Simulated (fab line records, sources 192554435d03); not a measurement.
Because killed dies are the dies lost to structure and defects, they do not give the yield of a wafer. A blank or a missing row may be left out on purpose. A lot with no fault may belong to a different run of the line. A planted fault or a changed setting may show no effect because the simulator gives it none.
One fault seen from 3 desks    flow n5 finfet    every desk sees just its own numbers, and what lay behind them comes last

== DESK OF THE TOOL OWNER: rie diel-03 ==
The tool's own readings at N5_PASSIVATION_ETCH_54 (etches SiO2 in CHF3/O2, target depth 880 nm, time 440 s): means of the sampled wafers that have a number, for each lot that ran on this tool. If a lot's mean is further than 4 standard deviations from the usual mean, the lot is out of limits and carries the mark OUT (the distance appears in the brackets).
Columns: A = bias w at N5_PASSIVATION_ETCH_54, usual 170.0 W; B = drypump motor current A at N5_PASSIVATION_ETCH_54, usual 5.7 A; C = oes product au at N5_PASSIVATION_ETCH_54, usual 0.80 a.u.; D = rf vpp V at N5_PASSIVATION_ETCH_54, usual 523 V; E = showerhead plenum p Torr at N5_PASSIVATION_ETCH_54, usual 2.45 Torr; F = throttle valve pct at N5_PASSIVATION_ETCH_54, usual 18.74 %
lot   first seen here  A                B    C     D    E     F
L721  day 12 15:19     170.0            5.8  0.80  532  2.43  18.92
L733  day 15 16:42     160.5 (-20) OUT  5.7  0.78  499  2.45  18.98
This desk finds L733 out of limits, L733 being first, at day 15 16:42 (bias w at N5_PASSIVATION_ETCH_54). L721: within limits.

== FROM THE METROLOGY DESK ==
Means of the sampled wafers that have a number, per lot and without regard to the tool the lot ran on: this is what the gauges read. If a lot's mean is further than 4 standard deviations from the usual mean, the lot is out of limits and carries the mark OUT (the distance appears in the brackets).
Columns: A = cd nm at N5_PASSIVATION_CD_MEAS_44, usual 40001 nm; B = PASS_OPEN_OVL at N5_PASSIVATION_OVL_MEAS_66, usual 0 nm
lot   first seen here  A      B
L721  day 12 14:58     40002  -2
L719  day 12 15:03     40001  -3
L732  day 15 12:56     39999  -4
L733  day 15 15:11     40002  6
L741  day 18 06:09     40004  5
Finding of this desk: none of the 5 lots has anything out of limits.

== THE DEFECT DESK ==
Inspection counts along the route, by lot: the mean over sampled wafers that carry a number. If a lot's mean is further than 4 standard deviations from the usual mean, the lot is out of limits and carries the mark OUT (the distance appears in the brackets).
Columns: A = raw defect count at N5_PASSIVATION_INSPECT_67, usual 2.2
lot   first seen here  A
L721  day 12 15:01     2.5
L719  day 12 15:06     1.3
L732  day 15 12:59     1.7
L733  day 15 15:14     2.7
L741  day 18 06:12     4.0
Finding of this desk: none of the 5 lots has anything out of limits.

== ALL TOGETHER ==
An alarm could have come from the tool owner's desk at day 15 16:42, on L733.
Nothing out of limits was seen by the metrology desk.
Nothing the defect desk looked at was out of limits.
The metrology desk has L733 on record, within its limits.
The defect desk has L733 on record, within its limits.
Every lot named ran N5_PASSIVATION_ETCH_54 on rie diel-03.

== WHAT THE SIMULATOR HAD PUT IN ==
rie diel-03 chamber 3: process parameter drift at N5_PASSIVATION_ETCH_54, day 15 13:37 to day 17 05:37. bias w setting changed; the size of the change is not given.
Shown lots that were struck: L733.
Hours from the fault's start to each desk's first reading out of limits: the tool owner's desk, 3.
